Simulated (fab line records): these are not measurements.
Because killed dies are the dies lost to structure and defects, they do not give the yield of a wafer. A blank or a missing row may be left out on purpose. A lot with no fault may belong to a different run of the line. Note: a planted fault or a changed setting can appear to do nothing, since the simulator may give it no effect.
Split-lot trial + flow n5Finfet + on a route of 1938 steps: 7 lots, 39 wafers read

== THE SPLIT ==
At N5_BEOL_M11_VIA_ETCH_34 (etches SiCOH lowk in C4F6/O2, target depth 184.5 nm, time 69.2 s), the setting targetDepthA was moved away from the recipe's 1845 angstrom on 15 of the 39 wafers read, by -33.0% to +52.6%. For the rest of the wafers, this setting stayed at what the recipe calls for.

The reading is taken at the split's own step.

== THE READING ==
SOC_of_BEOL_M11_COAT_63.thkNm (the simulator's own value, which no gauge read), in nm, at N5_BEOL_M11_VIA_ETCH_34 (etches SiCOH lowk in C4F6/O2, target depth 184.5 nm, time 69.2 s). No usual value for it is given in the file. Average 92.1 nm, standard deviation 0.29 nm, over the 24 wafers here run with the recipe.

| wafer  | tool, chamber at the split | targetDepthA as run, angstrom | against the recipe | SOC_of_BEOL_M11_COAT_63.thkNm, nm | against lot-mates on the recipe |
|--------|----------------------------|-------------------------------|--------------------|-----------------------------------|---------------------------------|
| L074.1 | rieDiel-06, 1              | 1845                          | recipe             | 92                                | -                               |
| L074.2 | rieDiel-06, 3              | 2815                          | +52.6%             | 87.8                              | -3.9                            |
| L074.3 | rieDiel-06, 2              | 2815                          | +52.6%             | 87.4                              | -4.3                            |
| L074.4 | rieDiel-06, 0              | 2815                          | +52.6%             | 87                                | -4.7                            |
| L074.5 | rieDiel-06, 3              | 1845                          | recipe             | 92                                | -                               |
| L074.6 | rieDiel-06, 2              | 1845                          | recipe             | 91.2                              | -                               |
| L075.1 | rieDiel-04, 2              | 1845                          | recipe             | 92.2                              | -                               |
| L075.2 | rieDiel-04, 3              | 1845                          | recipe             | 92.4                              | -                               |
| L075.3 | rieDiel-04, 0              | 1237                          | -33.0%             | 94.8                              | +2.6                            |
| L075.4 | rieDiel-04, 1              | 1237                          | -33.0%             | 94.8                              | +2.6                            |
| L075.5 | rieDiel-04, 0              | 1845                          | recipe             | 92                                | -                               |
| L075.6 | rieDiel-04, 1              | 1237                          | -33.0%             | 94.6                              | +2.4                            |
| L082.1 | rieDiel-04, 2              | 1845                          | recipe             | 92                                | -                               |
| L082.2 | rieDiel-04, 0              | 1845                          | recipe             | 92.2                              | -                               |
| L082.3 | rieDiel-04, 1              | 1845                          | recipe             | 92.4                              | -                               |
| L082.4 | rieDiel-04, 3              | 1845                          | recipe             | 92.2                              | -                               |
| L082.5 | rieDiel-04, 0              | 1845                          | recipe             | 92.2                              | -                               |
| L082.6 | rieDiel-04, 3              | 1845                          | recipe             | 92.4                              | -                               |
| L080.1 | rieDiel-03, 1              | 2246                          | +21.7%             | 91                                | -1.2                            |
| L080.2 | rieDiel-03, 0              | 1845                          | recipe             | 92.2                              | -                               |
| L080.3 | rieDiel-03, 3              | 2246                          | +21.7%             | 90.8                              | -1.4                            |
| L080.4 | rieDiel-03, 2              | 1845                          | recipe             | 92                                | -                               |
| L080.5 | rieDiel-03, 3              | 1845                          | recipe             | 92.4                              | -                               |
| L080.6 | rieDiel-03, 2              | 2246                          | +21.7%             | 90                                | -2.2                            |
| L086.2 | rieDiel-03, 2              | 1845                          | recipe             | 91.6                              | -                               |
| L086.3 | rieDiel-03, 3              | 1845                          | recipe             | 92.2                              | -                               |
| L086.4 | rieDiel-03, 1              | 1845                          | recipe             | 92.4                              | -                               |
| L090.1 | rieDiel-04, 1              | 2302                          | +24.8%             | 90.4                              | -1.4                            |
| L090.2 | rieDiel-04, 3              | 1845                          | recipe             | 92                                | -                               |
| L090.3 | rieDiel-04, 0              | 2302                          | +24.8%             | 90.2                              | -1.6                            |
| L090.4 | rieDiel-04, 2              | 1845                          | recipe             | 91.8                              | -                               |
| L090.5 | rieDiel-04, 1              | 2302                          | +24.8%             | 90.6                              | -1.2                            |
| L090.6 | rieDiel-04, 2              | 1845                          | recipe             | 91.6                              | -                               |
| L089.1 | rieDiel-04, 0              | 1845                          | recipe             | 92.2                              | -                               |
| L089.2 | rieDiel-04, 2              | 1845                          | recipe             | 92                                | -                               |
| L089.3 | rieDiel-04, 1              | 2448                          | +32.7%             | 89.8                              | -2.4                            |
| L089.4 | rieDiel-04, 1              | 1845                          | recipe             | 92.4                              | -                               |
| L089.5 | rieDiel-04, 0              | 2448                          | +32.7%             | 89.6                              | -2.6                            |
| L089.6 | rieDiel-04, 2              | 2448                          | +32.7%             | 89.2                              | -3.0                            |

THE FIT
A straight line over all 39 wafers: SOC_of_BEOL_M11_COAT_63.thkNm changes by -0.0822 nm for each +1% of targetDepthA; r = -0.98; the points scatter about the line by 0.34 nm.
The same after taking each lot's own level away (the mean of its wafers on the recipe; 39 wafers): -0.0783 nm for each +1%; r = -0.98; scatter 0.31 nm.
Per that fit: largest targetDepthA move, reading shift of 4.1 nm.
The span of the lots' own levels, 91.73 to 92.23 nm, comes to 1.7 times the standard deviation stated above.
The two slopes agree, so the slope changes little with the lot-to-lot level.
Check: -4.12 nm against its lot-mates is what the line predicts for one of the wafers moved furthest among these (+52.6%) when that wafer is left out of the fit. Against them it came out at -3.93 nm.

== THESE WAFERS: OTHER SPLITS ==
Note: prior to the reading, these wafers also went through further splits. Each is held against what the fit with the lots' levels taken away leaves over:
| other split on the same wafers         | wafers away from the commonest value | r with SOC_of_BEOL_M11_COAT_63.thkNm (lot level and that fit taken away) |
|----------------------------------------|--------------------------------------|--------------------------------------------------------------------------|
| N5_BEOL_M2_TRENCH_ETCH_37 targetDepthA | 12                                   | -0.04                                                                    |
| N5_BEOL_M7_ILD_DEP_00 targetThkA       | 9                                    | -0.06                                                                    |
| N5_BEOL_M8_ALD_77 aldCycles            | 12                                   | -0.40                                                                    |

== THE WHOLE CHAIN: every reading that the file lists as answering this split, in the file's order ==
| step                    | what it does                                                     | reading                                                                        | change (the file's fit)                | r (the file's) |
|-------------------------|------------------------------------------------------------------|--------------------------------------------------------------------------------|----------------------------------------|----------------|
| N5_BEOL_M11_VIA_ETCH_34 | etches SiCOH lowk in C4F6/O2, target depth 184.5 nm, time 69.2 s | etch.depthNm (the simulator's own value, which no gauge read)                  | +1.81 nm for each +1% of the setting   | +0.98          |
| N5_BEOL_M11_VIA_ETCH_34 | etches SiCOH lowk in C4F6/O2, target depth 184.5 nm, time 69.2 s | SOC_of_BEOL_M11_COAT_63.thkNm (the simulator's own value, which no gauge read) | -0.0779 nm for each +1% of the setting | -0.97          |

== FILE'S OWN FIT ==
SOC_of_BEOL_M11_COAT_63.thkNm changes by -0.0779 nm for each +1% of targetDepthA, r = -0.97.
